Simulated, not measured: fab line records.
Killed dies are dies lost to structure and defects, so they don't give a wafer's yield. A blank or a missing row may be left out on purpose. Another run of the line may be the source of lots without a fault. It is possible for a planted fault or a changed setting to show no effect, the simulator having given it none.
fab line records	flow n5Finfet	part 1 of 2: steps 1 to 17 of 22
record lots=5	wafers=15	lastDay=17
route steps=1938 shown BEOL_M15@1808
lots with no fault: from the same line, run without faults
startH: hours from the record's first day to the start of the lot's first wafer shown	waitH: hours since the lot's step before	" repeats the value in the row above	L1.1+2: several wafers, shown together as one row	- value missing, or start not given	* or withheld: withheld	< > ~ a bound
route shown NAME@n: NAME is a module with steps in the file, n the number in the route of the first one	usual: average and standard deviation across the fault-free wafers	same: alike in all rows	chamber/n: place in a boat	sites: per-site readings	_std_site: the values' standard deviation	_edge_site: inner sites' mean taken away from outer sites' mean	radiusMm: for every site, how far away it sits from the centre of the wafer	mask NAME#n: copy n	behind: the last tool/chamber to shape the wafer	hold: reason for holding the lot/hours on hold/outcome of the hold	device: which transistor (n, p or np) failed to switch	end of line: the same wafers' tests at the end of the route	a step given without rows: its recipe and nothing more	killed: not the wafer's yield, but the dies lost to structure and defects at the first sort	map: the dies of a wafer, with x for killed, . for not killed, _ for no die there
set.NAME: the run value of the setting; set.NAME@STEP: its run value at that earlier step	model.NAME: the simulator's own value behind a step, which no gauge read
lots at some steps of the route; a table a step, a row a wafer
services: the hour from which a tool's chamber was out of use, counted from the record's first day as startH (under 0 if before that day), plus the number of hours and why
## steps
# step N5_BEOL_M15_ETCH_61
# recipe chemistry=N2/H2	target=BARC	targetDepthA=890	overetchA=267	timeS=67.9	ionEnergyEv=200	pressureMtorr=30	sourceW=840	biasW=150	n2FlowSccm=200	h2FlowSccm=200
# usual drypumpMotorCurrentA=5.8/0.48	h2FlowSccm=200.0/0.57	n2FlowSccm=200.0/0.59	oesProductAu=0.67/0.057	rfVppV=524.2/2.7	showerheadPlenumPTorr=2.56/0.092	throttleValvePct=17.96/0.26
lot.wafer	tool	chamber	startH	waitH	drypumpMotorCurrentA	h2FlowSccm	n2FlowSccm	oesProductAu	rfHoursCounterH	rfVppV	showerheadPlenumPTorr	throttleValvePct
L079.1	rieDiel-02	2	289.66	0.0	5.1	199.5	200.2	0.67	109	520.6	2.46	17.73
L079.4	"	3	"	"	6.6	200.4	200.1	0.73	45	524.9	2.58	17.52
L079.6	"	1	"	"	5.6	199.8	200.3	0.62	-	526.0	2.64	18.16
L083.2	rieDiel-06	0	319.00	0.0	5.7	199.5	201.0	0.69	79	523.2	2.58	17.67
L083.4	"	1	"	"	5.5	201.0	199.5	0.61	219	519.3	2.41	18.01
L083.6	"	2	"	"	6.5	200.3	200.8	0.64	-	524.2	2.52	17.90
L089.2	rieDiel-06	3	342.22	0.0	6.5	199.4	199.9	0.68	124	521.2	2.46	17.92
L089.5	"	1	"	"	5.5	199.9	200.8	0.60	-	520.1	2.41	18.02
L089.6	"	3	"	"	6.5	199.6	199.8	0.67	-	521.8	2.46	17.90
L091.3	rieDiel-02	1	365.89	0.0	5.5	199.7	199.8	0.60	224	526.1	2.62	18.22
L091.4	"	3	"	"	6.6	199.9	198.6	0.70	-	523.4	2.57	17.56
L091.6	"	1	"	"	5.5	199.7	200.2	0.60	-	525.5	2.62	18.22
L094.1	rieDiel-05	2	374.57	0.0	5.4	198.9	199.8	0.59	238	524.2	2.51	18.38
L094.4	"	3	"	"	5.7	199.8	200.5	0.73	50	527.3	2.69	17.87
L094.6	"	2	"	"	5.4	199.4	199.9	0.60	-	521.4	2.51	18.40
# step N5_BEOL_M15_TRENCH_ETCH_34
# recipe chemistry=C4F8/O2/Ar	target=SiO2	targetDepthA=8729.3	heInnerTorr=15	heOuterTorr=30	timeS=199	ionEnergyEv=800	pressureMtorr=20	sourceW=1905	biasW=2040	Ar_flow_sccm=400	C4F8_flow_sccm=16	O2_flow_sccm=12
# usual O2_flow_sccm=12.00/0.036	drypumpMotorCurrentA=5.8/0.48	oesProductAu=0.78/0.073	rfVppV=2214/12	showerheadPlenumPTorr=3.45/0.12	throttleValvePct=30.95/0.25
lot.wafer	tool	chamber	startH	waitH	O2_flow_sccm	drypumpMotorCurrentA	oesProductAu	rfHoursCounterH	rfVppV	showerheadPlenumPTorr	throttleValvePct
L079.1	rieDiel-02	2	289.72	0.0	11.91	5.1	0.78	109	2202	3.32	30.73
L079.4	"	3	"	"	11.96	6.6	0.87	45	2225	3.49	30.61
L079.6	"	1	"	"	11.99	5.6	0.71	-	2206	3.53	30.92
L083.2	rieDiel-06	0	319.05	0.0	11.97	5.8	0.81	79	2217	3.47	30.61
L083.4	"	1	"	"	12.00	5.5	0.71	219	2212	3.28	30.99
L083.6	"	2	"	"	11.96	6.5	0.75	-	2227	3.43	31.07
L089.2	rieDiel-06	3	342.30	0.1	12.01	6.5	0.78	124	2192	3.32	30.88
L089.5	"	1	"	"	12.02	5.5	0.70	-	2210	3.28	30.97
L089.6	"	3	"	"	11.99	6.5	0.78	-	2193	3.32	30.89
L091.3	rieDiel-02	1	365.95	0.0	12.01	5.6	0.70	224	2204	3.52	30.96
L091.4	"	3	"	"	11.98	6.6	0.83	-	2224	3.48	30.63
L091.6	"	1	"	"	12.03	5.6	0.70	-	2204	3.52	30.97
L094.1	rieDiel-05	2	374.62	0.0	12.04	5.4	0.70	238	2230	3.39	31.30
L094.4	"	3	"	"	11.99	5.7	0.86	50	2226	3.63	30.91
L094.6	"	2	"	"	11.98	5.4	0.70	-	2229	3.39	31.32
# step N5_BEOL_M15_STRIP_36
# recipe chemistry=O2	powerW=600	tempC=60	pressureMtorr=30	rfFrequencyHz=6e+07	biasPowerW=0	overashFraction=0.3	o2FlowSccm=225
# usual drypumpMotorCurrentA=5.7/0.49	oesProductAu=0.78/0.068	rfVppV=3.7/0.93	showerheadPlenumPTorr=2.10/0.076	tempC=59.99/0.11	throttleValvePct=16.71/0.22
lot.wafer	tool	chamber	startH	waitH	drypumpMotorCurrentA	oesProductAu	rfHoursCounterH	rfVppV	showerheadPlenumPTorr	tempC	throttleValvePct
L079.1	rieDiel-05	0	293.23	3.3	5.6	0.90	32	2.6	2.06	60.06	16.30
L079.4	"	3	"	"	5.7	0.89	26	4.2	2.23	59.97	16.53
L079.6	"	0	"	"	5.6	0.91	-	4.5	2.06	60.07	16.29
L083.2	rieDiel-06	0	319.31	0.1	5.7	0.81	79	3.5	2.11	59.83	16.35
L083.4	"	1	"	"	5.5	0.71	219	4.0	1.98	60.18	16.70
L083.6	"	2	"	"	6.5	0.74	-	4.7	2.08	59.77	16.78
L089.2	rieDiel-02	3	345.13	2.6	6.5	0.84	65	3.4	2.14	60.00	16.49
L089.5	"	1	"	"	5.6	0.71	-	3.4	2.16	59.98	16.86
L089.6	"	0	"	"	5.1	0.85	-	4.4	2.20	59.94	16.85
L091.3	rieDiel-06	0	366.17	0.0	5.7	0.80	83	2.6	2.11	59.88	16.35
L091.4	"	1	"	"	5.5	0.70	237	5.2	1.97	60.20	16.70
L091.6	"	1	"	"	5.5	0.70	-	3.1	1.97	59.97	16.73
L094.1	rieDiel-05	3	381.82	7.0	5.7	0.86	51	3.4	2.22	60.11	16.60
L094.4	"	1	"	"	5.9	0.69	242	4.4	2.15	60.08	16.94
L094.6	"	1	"	"	5.8	0.69	-	2.9	2.15	59.96	16.97
# step N5_BEOL_M15_STRIP_62
# recipe chemistry=O2	powerW=600	tempC=60	pressureMtorr=30	rfFrequencyHz=6e+07	biasPowerW=0	overashFraction=0.3	o2FlowSccm=225
# usual drypumpMotorCurrentA=5.7/0.49	oesProductAu=0.78/0.07	rfVppV=3.6/0.47	showerheadPlenumPTorr=2.10/0.076	tempC=60.01/0.12	throttleValvePct=16.71/0.22
lot.wafer	tool	chamber	startH	waitH	drypumpMotorCurrentA	oesProductAu	rfHoursCounterH	rfVppV	showerheadPlenumPTorr	tempC	throttleValvePct
L079.1	rieDiel-05	0	-	-	5.6	0.91	33	3.2	2.06	60.04	16.33
L079.4	"	3	"	"	5.8	0.90	26	3.6	2.23	60.09	16.55
L079.6	"	0	"	"	5.6	0.90	-	2.9	2.06	60.02	16.32
L083.2	rieDiel-06	0	-	-	5.7	0.81	79	4.5	2.11	59.91	16.35
L083.4	"	1	"	"	5.5	0.71	219	4.6	1.98	59.99	16.68
L083.6	"	2	"	"	6.5	0.74	-	4.3	2.08	60.24	16.84
L089.2	rieDiel-02	3	-	-	6.6	0.83	65	3.4	2.14	60.04	16.49
L089.5	"	1	"	"	5.5	0.70	-	3.4	2.16	59.95	16.85
L089.6	"	0	"	"	5.1	0.84	-	3.7	2.20	60.03	16.85
L091.3	rieDiel-06	0	-	-	5.7	0.81	83	3.6	2.11	59.93	16.36
L091.4	"	1	"	"	5.5	0.70	237	4.1	1.97	60.20	16.73
L091.6	"	1	"	"	5.5	0.70	-	3.1	1.97	60.15	16.72
L094.1	rieDiel-05	3	-	-	5.7	0.86	51	3.2	2.22	60.02	16.57
L094.4	"	1	"	"	5.9	0.70	242	3.3	2.16	59.86	16.96
L094.6	"	1	"	"	5.8	0.69	-	3.3	2.16	60.00	16.96
# step N5_BEOL_M15_STRIP_37
# recipe chemistry=O2	powerW=600	tempC=60	pressureMtorr=30	rfFrequencyHz=6e+07	biasPowerW=0	overashFraction=0.3	o2FlowSccm=225
# usual drypumpMotorCurrentA=5.7/0.49	oesProductAu=0.78/0.069	rfVppV=3.6/0.63	showerheadPlenumPTorr=2.10/0.076	tempC=59.99/0.12	throttleValvePct=16.71/0.22
lot.wafer	tool	chamber	startH	waitH	drypumpMotorCurrentA	oesProductAu	rfHoursCounterH	rfVppV	showerheadPlenumPTorr	tempC	throttleValvePct
L079.1	rieDiel-05	0	-	-	5.7	0.90	33	2.9	2.06	59.92	16.34
L079.4	"	3	"	"	5.7	0.90	26	4.1	2.23	60.03	16.53
L079.6	"	0	"	"	5.6	0.90	-	2.8	2.06	60.09	16.31
L083.2	rieDiel-06	0	-	-	5.7	0.82	79	4.1	2.11	60.03	16.37
L083.4	"	1	"	"	5.5	0.71	219	2.2	1.98	59.75	16.68
L083.6	"	2	"	"	6.5	0.75	-	2.6	2.08	59.96	16.84
L089.2	rieDiel-02	3	-	-	6.6	0.84	65	4.9	2.14	60.06	16.49
L089.5	"	1	"	"	5.5	0.71	-	3.8	2.16	59.87	16.86
L089.6	"	0	"	"	5.1	0.85	-	3.4	2.20	59.91	16.85
L091.3	rieDiel-06	0	-	-	5.7	0.80	83	3.0	2.11	60.00	16.37
L091.4	"	1	"	"	5.5	0.69	237	3.7	1.97	60.12	16.71
L091.6	"	1	"	"	5.5	0.70	-	2.8	1.97	59.79	16.72
L094.1	rieDiel-05	3	-	-	5.7	0.85	51	2.8	2.22	59.99	16.59
L094.4	"	1	"	"	5.9	0.71	242	3.7	2.16	60.03	16.96
L094.6	"	1	"	"	5.8	0.70	-	3.3	2.16	59.94	16.98
# step N5_BEOL_M15_ETCH_38
# recipe chemistry=CF4/N2	target=SiCN	targetDepthA=1064	taperDeg=2	timeS=120.5	ionEnergyEv=150	maskMaterial=SiO2	pressureMtorr=40	sourceW=430	biasW=70	Ar_flow_sccm=100	cf4FlowSccm=60	n2FlowSccm=60
# usual drypumpMotorCurrentA=5.7/0.49	n2FlowSccm=60.00/0.19	oesProductAu=0.77/0.069	rfVppV=382.3/1.9	showerheadPlenumPTorr=2.21/0.077	throttleValvePct=15.48/0.24
lot.wafer	tool	chamber	startH	waitH	drypumpMotorCurrentA	n2FlowSccm	oesProductAu	rfHoursCounterH	rfVppV	showerheadPlenumPTorr	throttleValvePct
L079.1	rieDiel-05	0	-	-	5.6	60.03	0.90	33	380.7	2.16	15.03
L079.4	"	3	"	"	5.8	60.05	0.91	26	385.7	2.34	15.30
L079.6	"	0	"	"	5.6	60.03	0.90	-	381.7	2.16	15.04
L083.2	rieDiel-06	0	-	-	5.7	59.98	0.81	79	382.3	2.23	15.18
L083.4	"	1	"	"	5.5	59.79	0.70	219	379.1	2.10	15.52
L083.6	"	2	"	"	6.5	59.95	0.74	-	382.5	2.20	15.62
L089.2	rieDiel-02	3	-	-	6.6	60.22	0.84	65	382.9	2.23	15.19
L089.5	"	1	"	"	5.5	60.01	0.70	-	384.0	2.27	15.60
L089.6	"	0	"	"	5.1	60.42	0.84	-	385.7	2.33	15.68
L091.3	rieDiel-06	0	-	-	5.7	60.07	0.81	83	382.6	2.23	15.18
L091.4	"	1	"	"	5.5	60.28	0.69	237	379.9	2.09	15.57
L091.6	"	1	"	"	5.5	59.93	0.70	-	378.2	2.10	15.56
L094.1	rieDiel-05	3	-	-	5.7	59.74	0.86	51	385.3	2.33	15.35
L094.4	"	1	"	"	5.8	59.59	0.70	242	383.3	2.27	15.73
L094.6	"	1	"	"	5.8	59.51	0.71	-	383.9	2.27	15.74
# step N5_BEOL_M15_PRECLEAN_39
# recipe chemistry=residueRemover	timeS=60	tempC=40
# usual tempC=40.00/0.12
lot.wafer	tool	chamber	startH	waitH	tempC
L079.1	wetBench-05	2	293.50	-	39.79
L079.4	"	4	"	"	39.85
L079.6	"	0	"	"	39.97
L083.2	wetBench-05	5	319.59	-	39.88
L083.4	"	4	"	"	40.05
L083.6	"	2	"	"	40.14
L089.2	wetBench-03	4	345.40	-	40.13
L089.5	"	0	"	"	40.08
L089.6	"	3	"	"	40.18
L091.3	wetBench-03	3	366.45	-	40.00
L091.4	"	6	"	"	39.95
L091.6	"	5	"	"	40.02
L094.1	wetBench-05	0	382.09	-	39.87
L094.4	"	4	"	"	40.06
L094.6	"	1	"	"	40.01
# step N5_BEOL_M15_SRD_40
# recipe timeS=30	tempC=23	rinseLiquid=diw	dry=n2Spin	spinRpm=1500	dryTimeS=30
# usual tempC=23.00/0.1
lot.wafer	tool	chamber	startH	waitH	tempC
L079.1	wetBench-05	2	293.52	0.0	23.12
L079.4	"	4	"	"	23.02
L079.6	"	0	"	"	23.04
L083.2	wetBench-05	5	319.61	0.0	22.98
L083.4	"	4	"	"	23.13
L083.6	"	2	"	"	22.95
L089.2	wetBench-03	4	345.44	0.0	23.03
L089.5	"	0	"	"	23.08
L089.6	"	3	"	"	23.11
L091.3	wetBench-03	3	366.46	0.0	22.99
L091.4	"	6	"	"	22.96
L091.6	"	5	"	"	23.06
L094.1	wetBench-05	0	382.11	0.0	23.02
L094.4	"	4	"	"	22.90
L094.6	"	1	"	"	23.08
# step N5_BEOL_M15_DEGAS_41
# recipe ambient=vacuum	tempC=300	timeS=60
# usual heaterPowerW=455/35
lot.wafer	tool	chamber	startH	waitH	heaterPowerW
L079.1	pvdSputter-02	-	293.88	0.3	481
L079.4	"	-	"	"	483
L079.6	"	-	"	"	472
L083.2	pvdSputter-03	-	321.34	1.7	446
L083.4	"	-	"	"	441
L083.6	"	-	"	"	471
L089.2	pvdSputter-01	-	345.88	0.4	494
L089.5	"	-	"	"	491
L089.6	"	-	"	"	436
L091.3	pvdSputter-03	-	366.64	0.2	452
L091.4	"	-	"	"	497
L091.6	"	-	"	"	483
L094.1	pvdSputter-01	-	382.73	0.6	493
L094.4	"	-	"	"	443
L094.6	"	-	"	"	374
# step N5_BEOL_M15_PRE_CLEAN_42
# recipe gas=H2/He	timeS=30	tempC=300
# usual heaterPowerW=455/36
lot.wafer	tool	chamber	startH	waitH	heaterPowerW
L079.1	pvdSputter-02	-	293.92	0.0	483
L079.4	"	-	"	"	490
L079.6	"	-	"	"	480
L083.2	pvdSputter-03	-	321.38	0.0	451
L083.4	"	-	"	"	444
L083.6	"	-	"	"	483
L089.2	pvdSputter-01	-	345.92	0.0	476
L089.5	"	-	"	"	496
L089.6	"	-	"	"	447
L091.3	pvdSputter-03	-	366.68	0.0	458
L091.4	"	-	"	"	478
L091.6	"	-	"	"	479
L094.1	pvdSputter-01	-	382.77	0.0	496
L094.4	"	-	"	"	463
L094.6	"	-	"	"	371
# step N5_BEOL_M15_SPUTTER_43
# recipe material=TaN	targetThkA=150	tempC=50	biasV=168.6	powerW=15000	chamberPressurePa=0.12	timeS=24.19
# usual throttleValvePct=29.7/1.1
lot.wafer	tool	chamber	startH	waitH	throttleValvePct
L079.1	pvdSputter-02	-	293.96	0.0	29.7
L079.4	"	-	"	"	28.5
L079.6	"	-	"	"	30.1
L083.2	pvdSputter-03	-	321.42	0.0	29.1
L083.4	"	-	"	"	29.4
L083.6	"	-	"	"	31.2
L089.2	pvdSputter-01	-	345.96	0.0	30.9
L089.5	"	-	"	"	31.0
L089.6	"	-	"	"	30.9
L091.3	pvdSputter-03	-	366.72	0.0	29.3
L091.4	"	-	"	"	31.7
L091.6	"	-	"	"	31.3
L094.1	pvdSputter-01	-	382.81	0.0	30.8
L094.4	"	-	"	"	30.8
L094.6	"	-	"	"	30.2
# step N5_BEOL_M15_SPUTTER_44
# recipe material=Ta	targetThkA=150	tempC=50	biasV=80	powerW=15000	chamberPressurePa=0.07	timeS=24.19
# usual throttleValvePct=29.7/1.1
lot.wafer	tool	chamber	startH	waitH	throttleValvePct
L079.1	pvdSputter-02	-	294.04	0.0	30.2
L079.4	"	-	"	"	28.2
L079.6	"	-	"	"	30.1
L083.2	pvdSputter-03	-	321.50	0.0	28.9
L083.4	"	-	"	"	29.2
L083.6	"	-	"	"	31.5
L089.2	pvdSputter-01	-	346.04	0.0	31.1
L089.5	"	-	"	"	31.1
L089.6	"	-	"	"	31.1
L091.3	pvdSputter-03	-	366.80	0.0	29.2
L091.4	"	-	"	"	31.1
L091.6	"	-	"	"	31.4
L094.1	pvdSputter-01	-	382.89	0.0	30.9
L094.4	"	-	"	"	31.0
L094.6	"	-	"	"	30.0
# step N5_BEOL_M15_SPUTTER_45
# recipe material=Cu	targetThkA=1000	tempC=-20	biasV=60	powerW=26000	chamberPressurePa=0.13	timeS=16.67
# usual throttleValvePct=29.7/1.1
lot.wafer	tool	chamber	startH	waitH	throttleValvePct
L079.1	pvdSputter-02	-	294.12	0.0	29.8
L079.4	"	-	"	"	28.5
L079.6	"	-	"	"	30.2
L083.2	pvdSputter-03	-	321.58	0.0	29.1
L083.4	"	-	"	"	29.3
L083.6	"	-	"	"	31.5
L089.2	pvdSputter-01	-	346.12	0.0	30.9
L089.5	"	-	"	"	30.9
L089.6	"	-	"	"	31.0
L091.3	pvdSputter-03	-	366.88	0.0	29.3
L091.4	"	-	"	"	31.0
L091.6	"	-	"	"	31.3
L094.1	pvdSputter-01	-	382.97	0.0	31.0
L094.4	"	-	"	"	31.0
L094.6	"	-	"	"	30.2
# step N5_BEOL_M15_ECD_47
# recipe material=Cu	targetThkA=18600
lot.wafer	tool	chamber	startH	waitH
L079.1+4+6	ecdCu-01	1,1,0	294.24	0.1
L083.2+4+6	ecdCu-02	1,1,0	321.70	0.1
L089.2+5+6	ecdCu-02	0,0,1	346.24	0.1
L091.3+4+6	ecdCu-01	1,0,1	367.07	0.2
L094.1+4+6	ecdCu-01	0,1,1	383.09	0.1
# step N5_BEOL_M15_ANNEAL_48
# recipe tempC=225	timeS=90	ambient=N2
# usual wafer_temp_C_max=226.2/0.31
lot.wafer	tool	chamber	startH	waitH	wafer_temp_C_max
L079.1	rtpAnneal-02	0	294.48	0.2	225.5
L079.4	"	0	"	"	226.0
L079.6	"	0	"	"	226.1
L083.2	rtpAnneal-01	0	322.23	0.5	225.9
L083.4	"	0	"	"	225.7
L083.6	"	0	"	"	226.8
L089.2	rtpAnneal-02	0	346.75	0.4	226.0
L089.5	"	0	"	"	226.2
L089.6	"	0	"	"	226.6
L091.3	rtpAnneal-01	0	367.33	0.2	226.2
L091.4	"	0	"	"	226.3
L091.6	"	0	"	"	226.6
L094.1	rtpAnneal-01	0	383.44	0.3	226.4
L094.4	"	0	"	"	226.3
L094.6	"	0	"	"	226.3
# step N5_BEOL_M15_CMP_49
# recipe stopOn=SiO2	tOverpolishS=4.9	downForcePsi=2	platenRpm=80	clearingPlatenDownForcePsi=2	clearingPlatenRpm=80	postCmpClean=cuAlkaline	targetThkNm=850	clearingPlatenPadVelocityMS=1.5917	padVelocityMS=1.5917
# usual barrierFieldEndpointS=11.32/0.28	edgeZonePressureFrac=1.000/0.0046	motorCurrentA=8.3/0.81	overpolishRunS=4.901/0.0099	retainingRingPressureFrac=1.000/0.0056
lot.wafer	tool	chamber	startH	waitH	barrierFieldEndpointS	edgeZonePressureFrac	motorCurrentA	overpolishRunS	retainingRingPressureFrac
L079.4	cmp-03	3	294.82	0.2	10.94	0.998	8.5	4.894	0.999
L079.1	"	1	"	"	10.85	1.000	7.0	4.891	0.993
L079.6	"	2	"	"	10.83	0.997	7.1	4.912	1.000
L083.4	cmp-03	1	322.50	0.1	10.83	1.005	6.9	4.905	1.001
L083.2	"	2	"	"	11.00	0.998	7.5	4.892	1.010
L083.6	"	2	"	"	10.97	0.994	7.5	4.918	1.002
L089.2	cmp-01	3	347.02	0.2	11.25	1.004	7.9	4.904	1.004
L089.5	"	3	"	"	11.05	1.000	8.3	4.917	0.998
L089.6	"	0	"	"	11.27	1.001	8.9	4.891	1.002
L091.3	cmp-03	1	367.57	0.2	11.43	0.998	7.0	4.889	0.998
L091.4	"	2	"	"	11.27	1.008	7.5	4.915	1.005
L091.6	"	0	"	"	11.53	1.001	8.4	4.903	0.994
L094.1	cmp-01	0	383.78	0.3	11.32	0.995	8.5	4.880	1.010
L094.4	"	1	"	"	11.20	1.001	9.0	4.916	1.003
L094.6	"	3	"	"	11.15	0.999	8.6	4.902	0.993
# step N5_BEOL_M15_THK_MEAS_50
# recipe thkMeasGauge=xrf	reads=Cu_of_BEOL_M15_ECD_47
# usual M15_THK=868/14
lot.wafer	tool	chamber	startH	waitH	M15_THK[nm]
L079.1	filmMetro-01	-	295.07	-	852
L079.4	"	-	"	"	879
L079.6	"	-	"	"	847
L083.2	filmMetro-01	-	322.79	-	889
L083.4	"	-	"	"	864
L083.6	"	-	"	"	882
L089.2	filmMetro-01	-	347.32	-	855
L089.5	"	-	"	"	846
L089.6	"	-	"	"	856
L091.3	filmMetro-02	-	367.83	-	853
L091.4	"	-	"	"	871
L091.6	"	-	"	"	855
L094.1	filmMetro-01	-	384.03	-	874
L094.4	"	-	"	"	873
L094.6	"	-	"	"	868
